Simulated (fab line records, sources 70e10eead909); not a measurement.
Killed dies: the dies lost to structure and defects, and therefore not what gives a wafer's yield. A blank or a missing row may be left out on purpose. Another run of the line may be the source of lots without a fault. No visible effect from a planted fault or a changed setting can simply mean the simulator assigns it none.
2 desks looking at one fault / flow nand_harc / every desk sees just its own numbers, and what lay behind them comes last

THE DEFECT DESK
Lot by lot, what the route's inspections counted, given as the mean of those sampled wafers with a number. If a lot's mean is further than 4 standard deviations from the usual mean, the lot is out of limits and carries the mark OUT (the distance appears in the brackets).
Columns: A = raw_defect_count at NHARC_A_M0_INSPECT_11, usual 83
lot=L968; first seen here=day 23 04:14; A=65
lot=L969; first seen here=day 23 12:59; A=49
lot=L970; first seen here=day 24 03:50; A=139
lot=L973; first seen here=day 24 19:53; A=148
lot=L972; first seen here=day 25 07:24; A=62
lot=L974; first seen here=day 26 06:11; A=108
lot=L982; first seen here=day 28 16:07; A=103
lot=L983; first seen here=day 29 00:52; A=63
lot=L985; first seen here=day 30 11:35; A=108
lot=L986; first seen here=day 30 13:06; A=31
lot=L988; first seen here=day 31 01:38; A=78
lot=L989; first seen here=day 32 04:01; A=27
lot=L990; first seen here=day 32 15:17; A=139
Finding of this desk: none of the 13 lots has anything out of limits.

DESK OF THE TOOL OWNER: rie_diel-04
The tool's own readings at NHARC_A_M0_ETCH_34 (etches the open film in N2/H2, target depth 40 nm, overetch 12 nm, time 43.94 s): means of the sampled wafers that have a number, for each lot that ran on this tool. If a lot's mean is further than 4 standard deviations from the usual mean, the lot is out of limits and carries the mark OUT (the distance appears in the brackets).
Columns: A = drypump_motor_current_A at NHARC_A_M0_ETCH_34, usual 5.5 A; B = oes_product_au at NHARC_A_M0_ETCH_34, usual 0.993 a.u.; C = rf_fwd_power_W at NHARC_A_M0_ETCH_34, usual 395.3 W; D = rf_vpp_V at NHARC_A_M0_ETCH_34, usual 430.8 V; E = showerhead_plenum_p_Torr at NHARC_A_M0_ETCH_34, usual 2.05 Torr; F = throttle_valve_pct at NHARC_A_M0_ETCH_34, usual 14.172 %
lot=L969; first seen here=day 23 13:08; A=5.9; B=1.003; C=397.3; D=430.7; E=2.06; F=14.166
lot=L970; first seen here=day 24 03:59; A=5.5; B=0.998; C=395.2; D=430.7; E=2.04; F=14.172
lot=L974; first seen here=day 26 06:20; A=5.8; B=0.998; C=397.1; D=430.1; E=2.02; F=14.182
lot=L982; first seen here=day 28 16:17; A=5.2; B=0.897 (-7.4) OUT; C=394.2; D=430.2; E=2.00; F=14.172
lot=L983; first seen here=day 29 01:02; A=5.9; B=0.952; C=396.2; D=431.1; E=2.06; F=14.176
lot=L989; first seen here=day 32 04:10; A=6.1; B=0.995; C=396.8; D=431.0; E=2.09; F=14.172
lot=L990; first seen here=day 32 15:26; A=5.8; B=0.980; C=395.8; D=430.2; E=2.05; F=14.171
This desk finds L982 out of limits, L982 being first, at day 28 16:17 (oes_product_au at NHARC_A_M0_ETCH_34). Within limits: L969, L970, L974, L983, L989, L990.

BROUGHT TOGETHER
On L982, at day 28 16:17, an alarm was possible from the tool owner's desk.
Nothing the defect desk looked at was out of limits.
The defect desk has L982 on record, within its limits.
Every lot named ran NHARC_A_M0_ETCH_34 on rie_diel-04.

WHAT THE SIMULATOR PUT IN
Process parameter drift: rie_diel-04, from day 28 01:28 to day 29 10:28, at NHARC_A_M0_ETCH_34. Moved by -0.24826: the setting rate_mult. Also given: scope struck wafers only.
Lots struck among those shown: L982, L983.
Delay in hours, fault start to first out-of-limits reading, by desk: the tool owner's desk at 15.
